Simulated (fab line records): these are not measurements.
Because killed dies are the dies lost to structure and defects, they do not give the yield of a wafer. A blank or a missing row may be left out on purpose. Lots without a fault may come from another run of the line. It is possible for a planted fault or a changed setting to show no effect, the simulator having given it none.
fab line records    flow n5Finfet    part 2 of 2: steps 4 to 6 of 6
record lots=19  wafers=57  lastDay=18
route steps=1938 shown PMOS_HMC_CHANNEL_EPI@69 FIN_CUT@166 STI_FIN_REVEAL@191
lots that met no fault: from a run of the same line without faults
startH: start of the lot's first displayed wafer, in hours after the record's first day    waitH: hours elapsed since this lot's preceding step    " repeats the value in the row above    L1.1+2: a single row standing in for several wafers    - no value, or no start was given    * or withheld: withheld    < > ~ a bound
route shown NAME@n: names a module that has steps shown in the file, with the first one's number in the route    usual: the fault-free wafers' mean and standard deviation    same: alike in all rows    chamber/n: place in a boat    sites: per-site readings    _std_site: their standard deviation    _edge_site: mean of outer sites minus mean of inner sites    radiusMm: for every site, how far away it sits from the centre of the wafer    mask NAME#n: copy n    behind: the tool/chamber that last shaped the wafer    hold: why the lot was held/for how many hours/how that ended    device: which transistor (n, p or np) failed to switch    end of line: tests run on the same wafers once the route is complete    a step without rows: its recipe alone    killed: not the wafer's yield, but the dies lost to structure and defects at the first sort    map: a wafer's dies, marking killed ones x, the rest . and places with no die _
set.NAME: the setting as run; set.NAME@STEP: as run at that earlier step    model.NAME: the simulator's own value behind a step, which no gauge read
one table for each step of the route and one row for each wafer, over a sample of lots
services: a tool's chamber out of use, with start hour (startH, from the record's first day; less than 0 if before it), hours out, and reason
## steps
# step N5_STI_FIN_REVEAL_STRIP_24
# recipe chemistry=N2/H2  timeS=90  powerW=100  tempC=40  pressureMtorr=100  rfFrequencyHz=6e+07  biasPowerW=3  n2FlowSccm=300  h2FlowSccm=300
# usual chamberPressureMTorr=100.00/0.087  drypumpMotorCurrentA=5.6/0.45  oesProductAu=0.78/0.065  rfVppV=45.4/0.88  showerheadPlenumPTorr=3.42/0.089  throttleValvePct=12.12/0.19
lot.wafer  tool        chamber  startH  waitH  chamberPressureMTorr  drypumpMotorCurrentA  oesProductAu  rfHoursCounterH  rfVppV  showerheadPlenumPTorr  throttleValvePct
L074.2     rieDiel-03  1        35.60   0.0    99.95                 5.4                   0.80          91               46.4    3.42                   11.94
L074.3     "           2        "       "      100.04                5.2                   0.81          117              46.4    3.38                   11.94
L074.4     "           1        "       "      99.92                 5.4                   0.81          -                45.2    3.42                   11.93
L075.2     rieDiel-01  3        41.40   0.0    100.21                6.2                   0.67          249              44.5    3.18                   12.43
L075.4     "           0        "       "      100.10                5.8                   0.82          112              45.2    3.39                   12.03
L075.5     "           1        "       "      99.93                 5.1                   0.73          -                46.1    3.51                   12.19
L076.1     rieDiel-01  1        45.85   0.0    100.07                5.1                   0.72          186              45.5    3.51                   12.21
L076.3     "           2        "       "      100.03                4.8                   0.76          129              45.3    3.27                   12.27
L076.4     "           1        "       "      100.05                5.1                   0.73          -                45.7    3.51                   12.21
L077.1     rieDiel-03  0        52.42   0.0    99.92                 5.4                   0.84          61               45.8    3.55                   11.81
L077.4     "           2        "       "      100.02                5.2                   0.81          124              44.5    3.37                   11.95
L077.6     "           3        "       "      100.02                5.9                   0.70          -                44.5    3.49                   12.32
L079.1     rieDiel-03  2        64.25   0.0    100.04                5.2                   0.80          129              45.0    3.37                   11.96
L079.3     "           3        "       "      99.96                 5.9                   0.69          210              44.6    3.48                   12.33
L079.5     "           0        "       "      99.99                 5.3                   0.84          -                44.9    3.55                   11.80
L080.1     rieDiel-04  1        70.49   0.0    100.07                6.0                   0.94          5                45.0    3.46                   12.05
L080.2     "           2        "       "      99.95                 6.1                   0.72          200              45.4    3.35                   12.09
L080.4     "           3        "       "      99.80                 6.0                   0.74          170              44.7    3.49                   12.19
L081.1     rieDiel-01  0        76.01   0.0    99.93                 5.8                   0.80          124              46.2    3.38                   12.04
L081.2     "           3        "       "      100.01                6.2                   0.92          6                46.8    3.58                   11.78
L081.3     "           1        "       "      100.11                5.1                   0.72          198              45.8    3.50                   12.23
L083.1     rieDiel-04  1        88.67   0.0    99.97                 6.0                   0.90          12               45.3    3.46                   12.07
L083.2     "           0        "       "      99.95                 6.1                   0.77          138              42.8    3.38                   12.37
L083.4     "           2        "       "      100.01                6.1                   0.72          206              44.8    3.34                   12.10
L084.1     rieDiel-04  1        95.16   0.0    99.93                 6.0                   0.91          14               45.1    3.46                   12.09
L084.3     "           3        "       "      100.02                6.0                   0.73          178              45.9    3.48                   12.20
L084.6     "           2        "       "      100.01                6.1                   0.72          -                43.6    3.34                   12.10
L086.2     rieDiel-01  2        111.62  0.0    100.09                4.8                   0.74          154              44.3    3.25                   12.32
L086.3     "           3        "       "      100.05                6.2                   0.89          18               45.1    3.57                   11.80
L086.4     "           1        "       "      99.90                 5.1                   0.70          211              45.3    3.49                   12.26
L087.2     rieDiel-01  1        114.16  0.0    99.95                 5.1                   0.71          212              44.6    3.49                   12.27
L087.4     "           3        "       "      99.90                 6.2                   0.88          -                45.7    3.57                   11.81
L087.6     "           2        "       "      100.18                4.8                   0.74          -                44.0    3.25                   12.32
L090.1     rieDiel-03  3        129.86  0.0    100.05                5.9                   0.68          234              45.9    3.47                   12.39
L090.3     "           1        "       "      99.99                 5.4                   0.77          123              43.4    3.40                   11.99
L090.5     "           0        "       "      100.16                5.4                   0.82          -                46.6    3.53                   11.86
L091.2     rieDiel-03  2        135.90  0.0    99.93                 5.2                   0.78          153              45.4    3.36                   12.03
L091.3     "           0        "       "      100.01                5.3                   0.81          90               44.9    3.53                   11.86
L091.4     "           3        "       "      99.90                 5.9                   0.68          236              44.8    3.47                   12.39
L092.1     rieDiel-03  0        140.82  0.0    99.92                 5.3                   0.81          92               47.4    3.53                   11.88
L092.2     "           3        "       "      99.96                 5.9                   0.67          238              44.7    3.47                   12.40
L092.5     "           1        "       "      100.08                5.4                   0.77          -                44.8    3.40                   12.03
L093.2     rieDiel-04  2        147.06  0.0    100.03                6.1                   0.70          229              45.1    3.33                   12.16
L093.4     "           1        "       "      100.12                6.0                   0.87          32               45.7    3.45                   12.14
L093.6     "           0        "       "      100.07                6.1                   0.75          -                44.8    3.37                   12.42
L094.2     rieDiel-01  0        154.71  0.0    100.00                5.8                   0.78          151              45.0    3.37                   12.12
L094.5     "           3        "       "      99.93                 6.2                   0.85          -                45.0    3.56                   11.86
L094.6     "           0        "       "      99.94                 5.9                   0.78          -                45.5    3.37                   12.12
L095.1     rieDiel-03  1        159.37  0.0    99.99                 5.4                   0.76          133              46.0    3.40                   12.04
L095.3     "           2        "       "      100.01                5.2                   0.78          160              44.9    3.35                   12.04
L095.4     "           0        "       "      100.01                5.3                   0.80          98               47.6    3.53                   11.88
L096.1     rieDiel-03  3        166.06  0.0    99.98                 5.9                   0.67          246              44.0    3.46                   12.41
L096.2     "           2        "       "      100.06                5.2                   0.77          163              44.8    3.35                   12.05
L096.3     "           1        "       "      99.94                 5.4                   0.77          135              43.0    3.40                   12.05
L097.1     rieDiel-01  2        171.93  0.0    100.06                4.8                   0.72          176              42.5    3.24                   12.38
L097.4     "           1        "       "      99.96                 5.1                   0.69          237              44.9    3.48                   12.33
L097.5     "           0        "       "      99.96                 5.8                   0.77          -                45.3    3.36                   12.14
# step N5_STI_FIN_REVEAL_OXIDATION_33
# recipe chemistry=O2_PLASMA_REMOTE  tempC=150  timeS=20  pressureMtorr=1000  sourcePowerW=2000  o2FlowSccm=3000
# usual chamberPressureMTorr=1000.1/0.88  drypumpMotorCurrentA=6.0/0.66  heaterPowerW=151/9.5  o2FlowSccm=3001/9.7
lot.wafer  tool            chamber  startH  waitH  chamberPressureMTorr  drypumpMotorCurrentA  heaterPowerW  o2FlowSccm  rfHoursCounterH
L074.2     plasmaAsher-02  0        38.37   0.0    1000.6                6.7                   143           3007        29
L074.3     "               0        "       "      1001.1                6.8                   144           2995        -
L074.4     "               1        "       "      999.7                 5.7                   162           2979        -
L075.2     plasmaAsher-02  1        44.16   0.0    999.4                 5.7                   165           2994        29
L075.4     "               0        "       "      1000.1                6.8                   144           3009        -
L075.5     "               0        "       "      999.8                 6.8                   144           3011        -
L076.1     plasmaAsher-02  0        48.58   0.0    998.9                 6.8                   145           3007        30
L076.3     "               0        "       "      999.5                 6.8                   143           2996        -
L076.4     "               1        "       "      999.7                 5.7                   159           3006        -
L077.1     plasmaAsher-01  1        55.15   0.0    1000.1                4.9                   142           3003        79
L077.4     "               1        "       "      1000.1                4.9                   141           3005        -
L077.6     "               1        "       "      1000.6                4.9                   147           3001        -
L079.1     plasmaAsher-02  0        67.04   0.0    999.3                 6.8                   144           2996        34
L079.3     "               1        "       "      999.8                 5.7                   165           2999        -
L079.5     "               0        "       "      1000.7                6.8                   145           2993        -
L080.1     plasmaAsher-02  0        73.24   0.0    999.4                 6.7                   145           3006        35
L080.2     "               1        "       "      999.5                 5.7                   162           2999        35
L080.4     "               0        "       "      1000.7                6.8                   145           3000        -
L081.1     plasmaAsher-02  0        78.74   0.0    1000.9                6.8                   149           2999        36
L081.2     "               1        "       "      1000.2                5.7                   162           3005        36
L081.3     "               0        "       "      999.4                 6.8                   147           2990        -
L083.1     plasmaAsher-02  1        91.43   0.0    999.2                 5.7                   168           3003        39
L083.2     "               0        "       "      998.5                 6.8                   147           3022        39
L083.4     "               0        "       "      1000.3                6.8                   147           3016        -
L084.1     plasmaAsher-02  0        98.19   0.0    1000.6                6.7                   140           2998        40
L084.3     "               0        "       "      1001.0                6.7                   145           2988        -
L084.6     "               0        "       "      1000.4                6.7                   144           2991        -
L086.2     plasmaAsher-02  0        114.34  0.0    999.1                 6.8                   145           3003        43
L086.3     "               0        "       "      1000.0                6.8                   144           3018        -
L086.4     "               1        "       "      1001.2                5.7                   166           3000        -
L087.2     plasmaAsher-01  0        116.88  0.0    1000.2                6.1                   145           2990        92
L087.4     "               0        "       "      999.8                 6.1                   144           3010        -
L087.6     "               1        "       "      999.1                 4.9                   148           3009        -
L090.1     plasmaAsher-02  1        132.57  0.0    1001.5                5.7                   162           2997        45
L090.3     "               1        "       "      1000.2                5.6                   165           2996        -
L090.5     "               1        "       "      1000.6                5.6                   167           2990        -
L091.2     plasmaAsher-01  0        138.62  0.0    1000.0                6.1                   145           3014        97
L091.3     "               1        "       "      1000.0                4.9                   146           3000        -
L091.4     "               0        "       "      1000.1                6.1                   144           3010        -
L092.1     plasmaAsher-02  0        143.55  0.0    999.1                 6.8                   142           2996        48
L092.2     "               1        "       "      999.2                 5.7                   160           2996        48
L092.5     "               0        "       "      1000.0                6.8                   142           2992        -
L093.2     plasmaAsher-01  1        149.78  0.0    999.4                 4.9                   144           3007        98
L093.4     "               0        "       "      999.4                 6.1                   143           3003        -
L093.6     "               0        "       "      1000.0                6.1                   144           3013        -
L094.2     plasmaAsher-02  1        157.54  0.1    999.0                 5.7                   159           3010        52
L094.5     "               0        "       "      1001.1                6.8                   146           3004        -
L094.6     "               1        "       "      998.3                 5.7                   165           3009        -
L095.1     plasmaAsher-02  0        162.08  0.0    1001.3                6.8                   142           3012        53
L095.3     "               0        "       "      1000.3                6.8                   145           3014        -
L095.4     "               1        "       "      999.3                 5.7                   162           2990        -
L096.1     plasmaAsher-01  0        168.84  0.0    1000.8                6.1                   144           2991        103
L096.2     "               1        "       "      999.4                 4.9                   142           3012        103
L096.3     "               1        "       "      999.0                 4.9                   143           3010        -
L097.1     plasmaAsher-02  1        174.65  0.0    999.6                 5.7                   164           3020        55
L097.4     "               1        "       "      1000.2                5.7                   165           2998        -
L097.5     "               1        "       "      1000.5                5.7                   160           3005        -
# step N5_STI_FIN_REVEAL_FIN_H_MEAS_10
# usual trenchDepthNm=51.8/0.61
lot.wafer  tool    chamber  startH  waitH  trenchDepthNm
L074.2     ocd-02  -        38.57   0.0    51.5
L074.3     "       -        "       "      51.8
L074.4     "       -        "       "      51.0
L075.2     ocd-01  -        44.35   0.0    50.5
L075.4     "       -        "       "      51.2
L075.5     "       -        "       "      51.0
L076.1     ocd-01  -        48.77   0.0    52.1
L076.3     "       -        "       "      51.5
L076.4     "       -        "       "      52.2
L077.1     ocd-02  -        55.34   0.0    50.9
L077.4     "       -        "       "      52.0
L077.6     "       -        "       "      50.0
L079.1     ocd-01  -        67.24   0.0    53.0
L079.3     "       -        "       "      51.9
L079.5     "       -        "       "      52.4
L080.1     ocd-02  -        73.44   0.0    52.3
L080.2     "       -        "       "      51.9
L080.4     "       -        "       "      51.5
L081.1     ocd-01  -        78.93   0.0    52.0
L081.2     "       -        "       "      52.0
L081.3     "       -        "       "      51.8
L083.1     ocd-02  -        91.63   0.0    51.7
L083.2     "       -        "       "      50.4
L083.4     "       -        "       "      51.4
L084.1     ocd-02  -        98.44   0.0    53.0
L084.3     "       -        "       "      52.5
L084.6     "       -        "       "      52.3
L086.2     ocd-02  -        114.55  0.0    52.1
L086.3     "       -        "       "      52.4
L086.4     "       -        "       "      52.8
L087.2     ocd-02  -        117.07  0.0    51.6
L087.4     "       -        "       "      52.3
L087.6     "       -        "       "      52.2
L090.1     ocd-02  -        132.77  0.0    51.7
L090.3     "       -        "       "      51.7
L090.5     "       -        "       "      51.6
L091.2     ocd-01  -        138.81  0.0    52.3
L091.3     "       -        "       "      51.8
L091.4     "       -        "       "      51.5
L092.1     ocd-01  -        143.74  0.0    52.2
L092.2     "       -        "       "      51.9
L092.5     "       -        "       "      51.2
L093.2     ocd-01  -        149.97  0.0    52.4
L093.4     "       -        "       "      52.9
L093.6     "       -        "       "      52.2
L094.2     ocd-02  -        157.73  0.0    51.4
L094.5     "       -        "       "      51.5
L094.6     "       -        "       "      51.4
L095.1     ocd-02  -        162.28  0.0    51.8
L095.3     "       -        "       "      52.6
L095.4     "       -        "       "      52.2
L096.1     ocd-02  -        169.03  0.0    51.8
L096.2     "       -        "       "      53.0
L096.3     "       -        "       "      52.1
L097.1     ocd-02  -        174.85  0.0    51.2
L097.4     "       -        "       "      51.5
L097.5     "       -        "       "      51.5
## services
tool            chamber  startH  hours  kind
rieDiel-04      3        1.79    6.0    repair
rieDiel-03      3        3.37    46.7   repair
rieDiel-01      -        10.29   2.8    pm
rieDiel-03      2        11.22   15.4   repair
rieDiel-06      1        31.18   3.3    repair
rieDiel-06      1        34.97   -      clean
rieDiel-06      1        34.97   -      consumableReplace:focusRing
rieDiel-06      1        34.97   -      consumableReplace:showerhead
rieDiel-06      1        34.97   19.9   scheduledDown
rieDiel-06      1        34.97   19.9   ventCycle
rieDiel-02      -        46.50   0.5    repair
rieDiel-01      0        51.63   3.6    repair
rieDiel-05      1        72.84   5.6    repair
rieDiel-02      2        106.52  6.9    repair
rieDiel-01      0        112.49  8.4    repair
rieDiel-02      1        113.58  17.4   repair
rieDiel-05      1        115.02  3.4    repair
rieDiel-02      2        118.32  7.8    repair
rieDiel-02      3        144.57  4.2    repair
plasmaAsher-01  -        145.89  2.8    pm
rieDiel-03      -        150.21  4.3    pm
rieDiel-02      -        154.97  0.8    repair
rieDiel-05      0        160.21  8.9    repair
rieDiel-04      1        161.52  5.3    repair
